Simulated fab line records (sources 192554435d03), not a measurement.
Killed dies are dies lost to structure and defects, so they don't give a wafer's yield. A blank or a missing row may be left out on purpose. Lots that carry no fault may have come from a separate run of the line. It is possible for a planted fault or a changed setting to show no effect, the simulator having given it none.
Matching of chambers | flow n5 finfet | 4 sister chambers for N5_BEOL_M0_SAQP_ETCH_83 on rie diel-01
The step etches SiARC in CF4, target depth 39 nm, time 65 s. 20 wafers are shown with their chamber, then 10 later ones without.

WAFERS WITH THEIR CHAMBER
wafer  | chamber | drypump motor current A (A) | showerhead plenum p Torr (Torr) | throttle valve pct (%)
L075.2 | 1       | 6.6                         | 2.06                            | 15.46
L075.4 | 2       | 5.7                         | 2.12                            | 16.06
L075.6 | 0       | 5.6                         | 2.18                            | 15.28
L076.1 | 1       | 6.6                         | 2.06                            | 15.46
L076.4 | 0       | 5.6                         | 2.18                            | 15.27
L076.5 | 0       | 5.6                         | 2.18                            | 15.30
L078.1 | 1       | 6.6                         | 2.05                            | 15.47
L078.5 | 0       | 5.6                         | 2.18                            | 15.28
L078.6 | 3       | 6.6                         | 2.22                            | 15.78
L082.3 | 0       | 5.6                         | 2.18                            | 15.32
L082.4 | 3       | 6.6                         | 2.22                            | 15.83
L082.6 | 1       | 6.6                         | 2.05                            | 15.47
L083.2 | 1       | 6.6                         | 2.05                            | 15.48
L083.4 | 0       | 5.6                         | 2.18                            | 15.32
L083.6 | 2       | 5.7                         | 2.12                            | 16.08
L091.1 | 0       | 5.5                         | 2.17                            | 15.34
L091.5 | 2       | 5.7                         | 2.11                            | 16.12
L091.6 | 1       | 6.6                         | 2.05                            | 15.51
L092.1 | 1       | 6.6                         | 2.05                            | 15.51
L092.3 | 2       | 5.7                         | 2.11                            | 16.12

SIGNATURES (averages over the wafers above)
reading                  | chamber 0 | chamber 1 | chamber 2 | chamber 3 | scatter within a chamber
drypump motor current A  | 5.586     | 6.600     | 5.700     | 6.600     | 0.0231
showerhead plenum p Torr | 2.1786    | 2.0529    | 2.1150    | 2.2200    | 0.00453
throttle valve pct       | 15.3014   | 15.4800   | 16.0950   | 15.8050   | 0.026
Rule: distance of a wafer from a chamber = root of the sum over the readings of ((wafer's reading minus chamber's mean) / reading's scatter) squared. If the next closest chamber is less than 2 further off than the closest, the wafer can't be placed; otherwise it belongs to the closest. How the scatter is found: for the shown wafers, subtract from each reading the mean of its chamber, square and add these, divide the total by (wafers less chambers), then take the root.

WAFERS WHOSE CHAMBER IS MISSING
wafer  | drypump motor current A (A) | showerhead plenum p Torr (Torr) | throttle valve pct (%)
L092.4 | 6.6                         | 2.21                            | 15.84
L094.2 | 6.6                         | 2.21                            | 15.86
L094.4 | 5.6                         | 2.17                            | 15.34
L094.5 | 6.6                         | 2.04                            | 15.52
L095.3 | 5.7                         | 2.11                            | 16.12
L095.5 | 6.6                         | 2.21                            | 15.84
L095.6 | 5.7                         | 2.11                            | 16.14
L097.1 | 6.6                         | 2.21                            | 15.87
L097.5 | 5.5                         | 2.17                            | 15.39
L097.6 | 6.6                         | 2.21                            | 15.88

CHAMBER TAKEN BY EACH
wafer  | from the rows above | in truth
L092.4 | 3                   | 3
L094.2 | 3                   | 3
L094.4 | 0                   | 0
L094.5 | 1                   | 1
L095.3 | 2                   | 2
L095.5 | 3                   | 3
L095.6 | 2                   | 2
L097.1 | 3                   | 3
L097.5 | 0                   | 0
L097.6 | 3                   | 3
Placed correctly: 10 of 10. Number that these rows cannot place: 0. Wrongly placed: 0.
